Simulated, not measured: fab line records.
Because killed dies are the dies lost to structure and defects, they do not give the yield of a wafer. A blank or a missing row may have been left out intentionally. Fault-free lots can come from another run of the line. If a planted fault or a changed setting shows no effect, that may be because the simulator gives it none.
fab line records + flow nand_harc
record:
- lots: 11
- wafers: 33
- last_day: 26
route steps=1159 shown P_GATE@145 END@1159
lots with no fault: from the same line, run without faults
start_h: the number of hours between the record's first day and the start of the first shown wafer of the lot + wait_h: how many hours have passed since the lot's step before this one + " same as the row above + L1.1+2: several wafers, shown together as one row + - no value, or no start given + * or withheld: withheld + < > ~ a bound
route shown NAME@n: a module of which the file shows steps, and the number in the route of the first + usual: mean and standard deviation over wafers with no fault + same: alike in all rows + chamber/n: place in a boat + sites: each site's reading + _std_site: the values' standard deviation + _edge_site: outer sites' mean less inner sites' + radius_mm: for every site, how far away it sits from the centre of the wafer + mask NAME#n: copy n + behind: the tool/chamber that last shaped the wafer + hold: reason for holding the lot/hours on hold/outcome of the hold + device: the n, p or np transistor that did not switch + end of line: the same wafers' tests at the end of the route + a step without rows: its recipe alone + killed: the dies lost at the first sort to structure and to defects; this is not the yield of the wafer + map: shows each die of a wafer: x if killed, . if not, _ if none is there
set.NAME: the run value of the setting; set.NAME@STEP: its run value at that earlier step + model.NAME: the simulator's own value behind a step, which no gauge read
one table for each step of the route and one row for each wafer, over a sample of lots
services: when a tool's chamber went out of use (start_h, in hours from the record's first day, below 0 if earlier), for how many hours, and the reason
== steps ==
step: NHARC_P_GATE_ETCH_104
recipe:
- target_depth_a: 600
- time_s: withheld
- cf4_flow_sccm: 100
- chf3_flow_sccm: 30
- ar_flow_sccm: 0
- rf_w: 500
- bias_w: 200
- chemistry: CF4/CHF3
usual:
- cf4_flow_sccm: 100.01/0.27
- drypump_motor_current_A: 5.6/0.39
- oes_product_au: 0.945/0.021
- rf_vpp_V: 369.7/1.7
- showerhead_plenum_p_Torr: 1.54/0.046
- throttle_valve_pct: 16.802/0.01
| lot.wafer | tool        | chamber | start_h | wait_h | cf4_flow_sccm | drypump_motor_current_A | oes_product_au | rf_vpp_V | showerhead_plenum_p_Torr | throttle_valve_pct |
|-----------|-------------|---------|---------|--------|---------------|-------------------------|----------------|----------|--------------------------|--------------------|
| L468.1    | rie_diel-04 | 0       | 106.23  | 0.1    | 99.59         | 5.6                     | 0.914          | 368.3    | 1.49                     | 16.813             |
| L468.4    | "           | 1       | "       | "      | 99.63         | 5.9                     | 0.912          | 370.5    | 1.57                     | 16.800             |
| L468.6    | "           | 0       | "       | "      | 99.53         | 5.6                     | 0.928          | 366.7    | 1.49                     | 16.809             |
| L471.1    | rie_diel-04 | 3       | 130.30  | 0.1    | 100.18        | 4.9                     | 0.962          | 371.7    | 1.59                     | 16.793             |
| L471.2    | "           | 0       | "       | "      | 100.04        | 5.6                     | 0.962          | 368.2    | 1.49                     | 16.791             |
| L471.4    | "           | 2       | "       | "      | 99.85         | 5.6                     | 0.978          | 371.2    | 1.56                     | 16.800             |
| L473.2    | rie_diel-04 | 0       | 131.94  | 0.1    | 99.81         | 5.6                     | 0.978          | 367.1    | 1.49                     | 16.804             |
| L473.4    | "           | 3       | "       | "      | 99.76         | 4.9                     | 0.957          | 371.0    | 1.59                     | 16.787             |
| L473.6    | "           | 1       | "       | "      | 100.16        | 5.9                     | 0.966          | 371.0    | 1.57                     | 16.789             |
| L472.3    | rie_diel-11 | 3       | 132.65  | 0.1    | 99.91         | 5.7                     | 0.939          | 370.0    | 1.55                     | 16.805             |
| L472.4    | "           | 0       | "       | "      | 100.30        | 5.5                     | 0.936          | 367.9    | 1.49                     | 16.786             |
| L472.2    | "           | 1       | "       | "      | 100.16        | 5.7                     | 0.931          | 372.1    | 1.60                     | 16.796             |
| L474.3    | rie_diel-04 | 1       | 144.65  | 0.1    | 100.10        | 5.8                     | 0.924          | 370.7    | 1.57                     | 16.818             |
| L474.6    | "           | 0       | "       | "      | 100.02        | 5.6                     | 0.923          | 367.8    | 1.49                     | 16.810             |
| L474.5    | "           | 1       | "       | "      | 99.91         | 5.9                     | 0.923          | 369.6    | 1.57                     | 16.792             |
| L476.4    | rie_diel-04 | 1       | 169.15  | 0.1    | 99.85         | 5.9                     | 0.917          | 370.2    | 1.57                     | 16.810             |
| L476.6    | "           | 1       | "       | "      | 99.60         | 5.9                     | 0.923          | 372.2    | 1.57                     | 16.812             |
| L476.5    | "           | 2       | "       | "      | 100.65        | 5.7                     | 0.923          | 370.6    | 1.56                     | 16.785             |
| L479.2    | rie_diel-13 | 2       | 170.08  | 0.1    | 100.19        | 5.7                     | 0.922          | 367.4    | 1.49                     | 16.803             |
| L479.6    | "           | 0       | "       | "      | 100.08        | 5.5                     | 0.906          | 371.8    | 1.61                     | 16.802             |
| L479.5    | "           | 1       | "       | "      | 100.02        | 5.3                     | 0.924          | 368.8    | 1.55                     | 16.803             |
| L482.4    | rie_diel-13 | 3       | 192.72  | 0.1    | 99.90         | 6.5                     | 0.916          | 365.8    | 1.47                     | 16.814             |
| L482.1    | "           | 0       | "       | "      | 100.22        | 5.4                     | 0.926          | 372.5    | 1.61                     | 16.790             |
| L482.3    | "           | 1       | "       | "      | 99.97         | 5.3                     | 0.924          | 370.2    | 1.55                     | 16.816             |
| L483.2    | rie_diel-13 | 1       | 198.10  | 0.1    | 100.20        | 5.4                     | 0.944          | 370.3    | 1.55                     | 16.812             |
| L483.5    | "           | 3       | "       | "      | 100.32        | 6.5                     | 0.947          | 366.5    | 1.46                     | 16.803             |
| L483.6    | "           | 0       | "       | "      | 99.72         | 5.4                     | 0.951          | 372.6    | 1.61                     | 16.819             |
| L485.1    | rie_diel-04 | 3       | 207.42  | 0.1    | 100.31        | 4.9                     | 0.969          | 371.5    | 1.59                     | 16.819             |
| L485.6    | "           | 0       | "       | "      | 100.08        | 5.6                     | 0.977          | 369.7    | 1.48                     | 16.797             |
| L485.5    | "           | 1       | "       | "      | 99.77         | 5.8                     | 0.958          | 371.4    | 1.57                     | 16.810             |
| L488.4    | rie_diel-11 | 2       | 237.02  | 0.1    | 100.28        | 5.8                     | 0.964          | 368.9    | 1.55                     | 16.818             |
| L488.3    | "           | 0       | "       | "      | 100.10        | 5.5                     | 0.987          | 367.9    | 1.49                     | 16.801             |
| L488.6    | "           | 3       | "       | "      | 99.77         | 5.7                     | 0.982          | 370.4    | 1.55                     | 16.804             |
step: NHARC_P_GATE_HM_OPEN_105
recipe:
- target_depth_a: 3600
- o2_flow_sccm: 400
- cos_flow_sccm: 20
- ar_flow_sccm: 0
- rf_w: 500
- bias_w: 300
- chemistry: O2/COS
usual:
- drypump_motor_current_A: 5.6/0.35
- oes_product_au: 0.999/0.0067
- rf_vpp_V: 465.8/2.1
- showerhead_plenum_p_Torr: 3.06/0.088
- throttle_valve_pct: 28.330/0.0094
| lot.wafer | tool        | chamber | start_h | wait_h | drypump_motor_current_A | oes_product_au | rf_hours_counter_h | rf_vpp_V | showerhead_plenum_p_Torr | throttle_valve_pct |
|-----------|-------------|---------|---------|--------|-------------------------|----------------|--------------------|----------|--------------------------|--------------------|
| L468.4    | rie_diel-04 | 1       | -       | -      | 5.8                     | 0.990          | 32                 | 467.0    | 3.12                     | 28.330             |
| L468.1    | "           | 2       | "       | "      | 5.7                     | 1.006          | 31                 | 466.4    | 3.10                     | 28.338             |
| L468.6    | "           | 1       | "       | "      | 5.9                     | 0.996          | -                  | 467.8    | 3.12                     | 28.320             |
| L471.1    | rie_diel-04 | 0       | -       | -      | 5.6                     | 0.993          | 1                  | 462.3    | 2.95                     | 28.347             |
| L471.2    | "           | 1       | "       | "      | 5.9                     | 0.993          | 1                  | 466.5    | 3.12                     | 28.332             |
| L471.4    | "           | 3       | "       | "      | 5.0                     | 0.992          | 1                  | 467.7    | 3.15                     | 28.335             |
| L473.4    | rie_diel-04 | 0       | -       | -      | 5.6                     | 0.998          | 1                  | 463.1    | 2.95                     | 28.326             |
| L473.2    | "           | 3       | "       | "      | 5.0                     | 0.996          | 1                  | 467.6    | 3.15                     | 28.339             |
| L473.6    | "           | 1       | "       | "      | 5.9                     | 0.999          | -                  | 467.3    | 3.12                     | 28.323             |
| L472.3    | rie_diel-11 | 0       | -       | -      | 5.5                     | 1.003          | 42                 | 463.3    | 2.96                     | 28.310             |
| L472.2    | "           | 2       | "       | "      | 5.8                     | 0.999          | 41                 | 466.7    | 3.09                     | 28.334             |
| L472.4    | "           | 3       | "       | "      | 5.7                     | 1.001          | 40                 | 465.7    | 3.08                     | 28.337             |
| L474.3    | rie_diel-04 | 0       | -       | -      | 5.5                     | 0.995          | 5                  | 462.7    | 2.95                     | 28.326             |
| L474.6    | "           | 0       | "       | "      | 5.6                     | 1.000          | -                  | 464.3    | 2.95                     | 28.303             |
| L474.5    | "           | 1       | "       | "      | 5.9                     | 0.998          | -                  | 466.8    | 3.12                     | 28.316             |
| L476.4    | rie_diel-04 | 2       | -       | -      | 5.6                     | 1.007          | 8                  | 466.4    | 3.09                     | 28.334             |
| L476.5    | "           | 3       | "       | "      | 5.0                     | 1.003          | -                  | 467.3    | 3.15                     | 28.317             |
| L476.6    | "           | 0       | "       | "      | 5.6                     | 1.006          | -                  | 463.9    | 2.95                     | 28.323             |
| L479.2    | rie_diel-13 | 3       | -       | -      | 6.5                     | 0.996          | 23                 | 461.1    | 2.91                     | 28.319             |
| L479.6    | "           | 0       | "       | "      | 5.4                     | 0.986          | -                  | 469.7    | 3.20                     | 28.346             |
| L479.5    | "           | 1       | "       | "      | 5.4                     | 0.999          | -                  | 467.7    | 3.07                     | 28.341             |
| L482.4    | rie_diel-13 | 1       | -       | -      | 5.4                     | 0.990          | 28                 | 466.1    | 3.07                     | 28.324             |
| L482.1    | "           | 2       | "       | "      | 5.7                     | 0.998          | 28                 | 463.9    | 2.96                     | 28.346             |
| L482.3    | "           | 0       | "       | "      | 5.5                     | 0.983          | 28                 | 469.1    | 3.20                     | 28.317             |
| L483.2    | rie_diel-13 | 3       | -       | -      | 6.6                     | 1.007          | 32                 | 463.3    | 2.91                     | 28.339             |
| L483.5    | "           | 1       | "       | "      | 5.4                     | 1.007          | -                  | 465.4    | 3.07                     | 28.313             |
| L483.6    | "           | 2       | "       | "      | 5.7                     | 0.993          | -                  | 462.4    | 2.96                     | 28.327             |
| L485.1    | rie_diel-04 | 1       | -       | -      | 5.9                     | 0.999          | 15                 | 466.9    | 3.11                     | 28.347             |
| L485.6    | "           | 1       | "       | "      | 5.9                     | 0.991          | -                  | 467.7    | 3.11                     | 28.324             |
| L485.5    | "           | 2       | "       | "      | 5.6                     | 1.007          | -                  | 466.4    | 3.09                     | 28.334             |
| L488.3    | rie_diel-11 | 0       | -       | -      | 5.5                     | 1.010          | 11                 | 465.0    | 2.95                     | 28.335             |
| L488.4    | "           | 1       | "       | "      | 5.7                     | 0.999          | 12                 | 466.8    | 3.17                     | 28.321             |
| L488.6    | "           | 3       | "       | "      | 5.8                     | 1.001          | -                  | 465.0    | 3.07                     | 28.331             |
step: NHARC_P_GATE_EXPOSE_56
recipe:
- na: 0.6
- target_cd_nm: 720
- dose_mj: 14.81
- mask_id: P_PSD
| lot.wafer  | tool           | chamber | start_h | wait_h | mask    |
|------------|----------------|---------|---------|--------|---------|
| L468.1+4+6 | krf_scanner-04 | 0       | 119.73  | -      | P_PSD#0 |
| L471.1+2+4 | krf_scanner-02 | 0       | 143.64  | -      | P_PSD#0 |
| L473.2+4+6 | krf_scanner-02 | 0       | 145.12  | -      | P_PSD#0 |
| L472.2+3+4 | krf_scanner-02 | 0       | 145.95  | -      | P_PSD#0 |
| L474.3+5+6 | krf_scanner-02 | 0       | 158.05  | -      | P_PSD#0 |
| L476.4+5+6 | krf_scanner-04 | 0       | 182.75  | -      | P_HVN#0 |
| L479.2+5+6 | krf_scanner-02 | 0       | 183.71  | -      | P_PSD#0 |
| L482.1+3+4 | krf_scanner-02 | 0       | 205.76  | -      | P_PSD#0 |
| L483.2+5+6 | krf_scanner-04 | 0       | 212.27  | -      | P_PSD#0 |
| L485.1+5+6 | krf_scanner-04 | 0       | 222.22  | -      | P_PSD#0 |
| L488.3+4+6 | krf_scanner-04 | 0       | 250.33  | -      | P_PSD#0 |
step: NHARC_P_GATE_CD_MEAS_59
recipe:
- target_cd_nm: 720
- landing_energy_ev: 500
usual:
- cd_nm: 720.0/1.2
| lot.wafer | tool      | chamber | start_h | wait_h | cd_nm |
|-----------|-----------|---------|---------|--------|-------|
| L468.1    | cd_sem-01 | 0       | 119.88  | -      | 718.8 |
| L468.4    | "         | 0       | "       | "      | 719.8 |
| L468.6    | "         | 0       | "       | "      | 718.8 |
| L471.1    | cd_sem-01 | 0       | 143.80  | -      | 718.9 |
| L471.2    | "         | 0       | "       | "      | 717.9 |
| L471.4    | "         | 0       | "       | "      | 718.5 |
| L473.2    | cd_sem-02 | 0       | 145.28  | -      | 721.1 |
| L473.4    | "         | 0       | "       | "      | 720.2 |
| L473.6    | "         | 0       | "       | "      | 720.1 |
| L472.2    | cd_sem-02 | 0       | 146.11  | -      | 720.3 |
| L472.3    | "         | 0       | "       | "      | 720.6 |
| L472.4    | "         | 0       | "       | "      | 720.6 |
| L474.3    | cd_sem-03 | 0       | 158.21  | -      | 717.8 |
| L474.5    | "         | 0       | "       | "      | 718.9 |
| L474.6    | "         | 0       | "       | "      | 717.3 |
| L476.4    | cd_sem-03 | 0       | 182.90  | -      | -     |
| L476.5    | "         | 0       | "       | "      | -     |
| L476.6    | "         | 0       | "       | "      | -     |
| L479.2    | cd_sem-02 | 0       | 183.87  | -      | 718.4 |
| L479.5    | "         | 0       | "       | "      | 719.1 |
| L479.6    | "         | 0       | "       | "      | 719.6 |
| L482.1    | cd_sem-02 | 0       | 205.92  | -      | 718.3 |
| L482.3    | "         | 0       | "       | "      | 720.8 |
| L482.4    | "         | 0       | "       | "      | 720.8 |
| L483.2    | cd_sem-01 | 0       | 212.42  | -      | 722.6 |
| L483.5    | "         | 0       | "       | "      | 721.5 |
| L483.6    | "         | 0       | "       | "      | 720.5 |
| L485.1    | cd_sem-02 | 0       | 222.38  | -      | 719.8 |
| L485.5    | "         | 0       | "       | "      | 719.3 |
| L485.6    | "         | 0       | "       | "      | 721.0 |
| L488.3    | cd_sem-03 | 0       | 250.49  | -      | 718.9 |
| L488.4    | "         | 0       | "       | "      | 719.9 |
| L488.6    | "         | 0       | "       | "      | 718.9 |
step: NHARC_P_GATE_DESCUM_61
recipe:
- time_s: 3
- o2_flow_sccm: 200
- ar_flow_sccm: 0
- bias_power_w: 0
- chemistry: O2
usual:
- drypump_motor_current_A: 5.6/0.36
- oes_product_au: 1.000/0.0072
- rf_vpp_V: 57.6/0.88
- showerhead_plenum_p_Torr: 1.88/0.058
- throttle_valve_pct: 11.312/0.0096
| lot.wafer | tool        | chamber | start_h | wait_h | drypump_motor_current_A | oes_product_au | rf_hours_counter_h | rf_vpp_V | showerhead_plenum_p_Torr | throttle_valve_pct |
|-----------|-------------|---------|---------|--------|-------------------------|----------------|--------------------|----------|--------------------------|--------------------|
| L468.4    | rie_diel-13 | 0       | 120.07  | -      | 5.4                     | 0.987          | 5                  | 56.5     | 1.97                     | 11.325             |
| L468.1    | "           | 1       | "       | "      | 5.4                     | 0.989          | 6                  | 57.9     | 1.88                     | 11.302             |
| L468.6    | "           | 3       | "       | "      | 6.6                     | 0.986          | -                  | 56.7     | 1.78                     | 11.322             |
| L471.4    | rie_diel-11 | 1       | 143.96  | -      | 5.7                     | 0.998          | 46                 | 56.1     | 1.95                     | 11.319             |
| L471.1    | "           | 2       | "       | "      | 5.8                     | 0.995          | 44                 | 58.2     | 1.89                     | 11.318             |
| L471.2    | "           | 3       | "       | "      | 5.7                     | 0.999          | 43                 | 57.9     | 1.88                     | 11.340             |
| L473.2    | rie_diel-11 | 3       | 145.47  | -      | 5.7                     | 1.000          | 44                 | 57.7     | 1.89                     | 11.299             |
| L473.4    | "           | 1       | "       | "      | 5.7                     | 0.993          | 46                 | 56.7     | 1.95                     | 11.309             |
| L473.6    | "           | 0       | "       | "      | 5.5                     | 1.008          | -                  | 58.7     | 1.81                     | 11.306             |
| L472.4    | rie_diel-04 | 0       | 146.45  | -      | 5.6                     | 0.987          | 5                  | 57.3     | 1.80                     | 11.317             |
| L472.3    | "           | 1       | "       | "      | 5.8                     | 1.008          | 3                  | 57.8     | 1.91                     | 11.307             |
| L472.2    | "           | 2       | "       | "      | 5.6                     | 0.998          | 5                  | 59.5     | 1.90                     | 11.305             |
| L474.3    | rie_diel-04 | 2       | 158.38  | -      | 5.6                     | 0.999          | 7                  | 57.6     | 1.89                     | 11.319             |
| L474.5    | "           | 0       | "       | "      | 5.6                     | 1.011          | -                  | 56.5     | 1.80                     | 11.310             |
| L474.6    | "           | 1       | "       | "      | 5.9                     | 1.006          | -                  | 57.1     | 1.91                     | 11.297             |
| L476.4    | rie_diel-04 | 1       | 183.05  | -      | 5.8                     | 0.997          | 11                 | 58.2     | 1.91                     | 11.306             |
| L476.6    | "           | 1       | "       | "      | 5.8                     | 1.002          | -                  | 57.7     | 1.91                     | 11.318             |
| L476.5    | "           | 2       | "       | "      | 5.6                     | 0.997          | -                  | 57.6     | 1.89                     | 11.320             |
| L479.2    | rie_diel-11 | 1       | 184.06  | -      | 5.7                     | 0.996          | 60                 | 57.9     | 1.95                     | 11.299             |
| L479.6    | "           | 2       | "       | "      | 5.8                     | 1.003          | -                  | 57.6     | 1.88                     | 11.304             |
| L479.5    | "           | 3       | "       | "      | 5.8                     | 1.004          | -                  | 57.2     | 1.88                     | 11.317             |
| L482.1    | rie_diel-04 | 3       | 206.08  | -      | 4.9                     | 1.000          | 16                 | 58.2     | 1.93                     | 11.308             |
| L482.4    | "           | 1       | "       | "      | 5.9                     | 1.007          | 15                 | 58.6     | 1.91                     | 11.326             |
| L482.3    | "           | 2       | "       | "      | 5.6                     | 1.000          | 15                 | 57.3     | 1.89                     | 11.323             |
| L483.2    | rie_diel-04 | 0       | 212.57  | -      | 5.6                     | 1.003          | 18                 | 57.6     | 1.80                     | 11.314             |
| L483.5    | "           | 0       | "       | "      | 5.6                     | 1.005          | -                  | 56.4     | 1.80                     | 11.323             |
| L483.6    | "           | 1       | "       | "      | 5.8                     | 0.997          | -                  | 58.6     | 1.91                     | 11.323             |
| L485.1    | rie_diel-13 | 3       | 222.56  | -      | 6.5                     | 1.001          | 43                 | 58.0     | 1.77                     | 11.311             |
| L485.6    | "           | 2       | "       | "      | 5.7                     | 1.005          | -                  | 57.1     | 1.81                     | 11.308             |
| L485.5    | "           | 3       | "       | "      | 6.5                     | 0.998          | -                  | 57.8     | 1.77                     | 11.314             |
| L488.4    | rie_diel-04 | 2       | 250.64  | -      | 5.6                     | 1.006          | 20                 | 58.8     | 1.89                     | 11.310             |
| L488.3    | "           | 1       | "       | "      | 5.9                     | 1.007          | 20                 | 57.8     | 1.90                     | 11.301             |
| L488.6    | "           | 3       | "       | "      | 4.9                     | 0.992          | -                  | 57.3     | 1.93                     | 11.320             |
step: NHARC_END_SORT_01
recipe:
- temp_c: 25
usual:
- killed_at_array: 28/11
- killed_at_other: 0.9/1.2
- killed_at_periphery: 2.6/2.1
- killed_dies: 31/11
- killed_open: 3.1/1.7
- killed_short: 1.9/1.3
same:
- gross_dies: 677
| lot.wafer | tool      | chamber | start_h | wait_h | killed_at_array | killed_at_other | killed_at_periphery | killed_dies | killed_open | killed_short |
|-----------|-----------|---------|---------|--------|-----------------|-----------------|---------------------|-------------|-------------|--------------|
| L476.4    | prober-01 | 0       | 574.90  | 3.4    | 36              | 1               | 640                 | 677         | 2           | 1            |
| L476.5    | prober-01 | 0       | 575.70  | 3.7    | 30              | 0               | 647                 | 677         | 0           | 2            |
| L476.6    | prober-01 | 0       | 576.51  | 4.0    | 35              | 0               | 642                 | 677         | 4           | 1            |
killed by level:class
L476.4 P_GATE:area_expose=638 A_CHANNEL_HOLE_D1:chamber_film_flake=17 A_SLIT:chamber_film_flake=13 A_M1:geometric_particle:open=2 A_ZERO_WELL:chamber_film_flake=2 P_STI:geometric_particle:short=1 P_ZERO_WELL:chamber_film_flake=1 THIN_TSV:chamber_film_flake=1
L476.5 P_GATE:area_expose=647 A_CHANNEL_HOLE_D1:chamber_film_flake=18 A_SLIT:chamber_film_flake=9 A_CHANNEL_HOLE_D1:geometric_particle:short=1 A_M0:geometric_particle:short=1 A_CHANNEL_FILL_D1:chamber_film_flake=1
L476.6 P_GATE:area_expose=639 A_CHANNEL_HOLE_D1:chamber_film_flake=18 A_SLIT:chamber_film_flake=10 A_CHANNEL_FILL_D1:geometric_particle:open=2 A_CHANNEL_FILL_D1:chamber_film_flake=2 P_M0:geometric_particle:open=1 P_M1:geometric_particle:short=1 A_BLC:geometric_particle:open=1
== services ==
| tool           | chamber | start_h | hours | kind       |
|----------------|---------|---------|-------|------------|
| rie_diel-04    | 0       | 90.91   | -     | clean      |
| rie_diel-04    | 1       | 90.91   | -     | clean      |
| rie_diel-04    | 2       | 90.91   | -     | clean      |
| rie_diel-04    | 3       | 90.91   | -     | clean      |
| rie_diel-13    | -       | 99.20   | 9.0   | pm         |
| rie_diel-04    | -       | 111.98  | 9.0   | pm         |
| rie_diel-04    | 0       | 111.98  | 9.0   | vent_cycle |
| rie_diel-04    | 1       | 111.98  | 9.0   | vent_cycle |
| rie_diel-04    | 2       | 111.98  | 9.0   | vent_cycle |
| rie_diel-04    | 3       | 111.98  | 9.0   | vent_cycle |
| rie_diel-04    | 0       | 120.98  | -     | clean      |
| rie_diel-04    | 1       | 120.98  | -     | clean      |
| rie_diel-04    | 2       | 120.98  | -     | clean      |
| krf_scanner-04 | -       | 126.00  | 4.0   | pm         |
| rie_diel-11    | 0       | 136.05  | 3.2   | repair     |
| rie_diel-04    | 1       | 137.93  | 4.7   | repair     |
| krf_scanner-02 | -       | 184.03  | 2.4   | repair     |
| rie_diel-11    | -       | 189.65  | 9.0   | pm         |
| rie_diel-04    | -       | 191.45  | 2.7   | repair     |
| krf_scanner-04 | -       | 205.13  | 0.8   | repair     |
| krf_scanner-02 | -       | 210.00  | 4.0   | pm         |
| rie_diel-13    | 2       | 225.68  | 4.4   | repair     |
| rie_diel-04    | 2       | 233.99  | 2.6   | repair     |
| rie_diel-11    | 1       | 241.89  | 9.1   | repair     |
== key ==
first_sign:
- step: NHARC_P_GATE_EXPOSE_56
- reading: mask
- direction: changed
effect:
- step: NHARC_P_GATE_CD_MEAS_59
- reading: cd_nm
- direction: missing
effect:
- step: NHARC_END_SORT_01
- reading: killed_at_periphery
- direction: up
- sigmas: 99+
- usual: 2.6
- struck: 643
more_kills_born_at:
- NHARC_P_GATE_EXPOSE_56@krf_scanner-04: 1924
met_at NHARC_P_GATE_EXPOSE_56
struck_lots L476
later_rows_left_out L476.4,L476.5,L476.6
tester_left_out L476
not_acting_at NHARC_P_GATE_ETCH_104,NHARC_P_GATE_HM_OPEN_105,NHARC_P_GATE_DESCUM_61
onset_between 119.73 182.75
fault:
- kind: wrong_mask
- tool: any
- chamber: -
- onset_h: 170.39
- steps: NHARC_P_GATE_EXPOSE_56
- aux_copy: P_HVN#0
- scope: struck_lots_only
tester_left_out: of these lots the tester's yield and bins aren't shown, on N5 and GAA mostly nor the transistor test; their killed dies are dies lost to structure and defects alone, not to doping, threshold or leakage, so they don't give the yield
later_rows_left_out: the simulator's readings of these wafers behind a module that went badly wrong aren't trusted and aren't shown, but for the sort
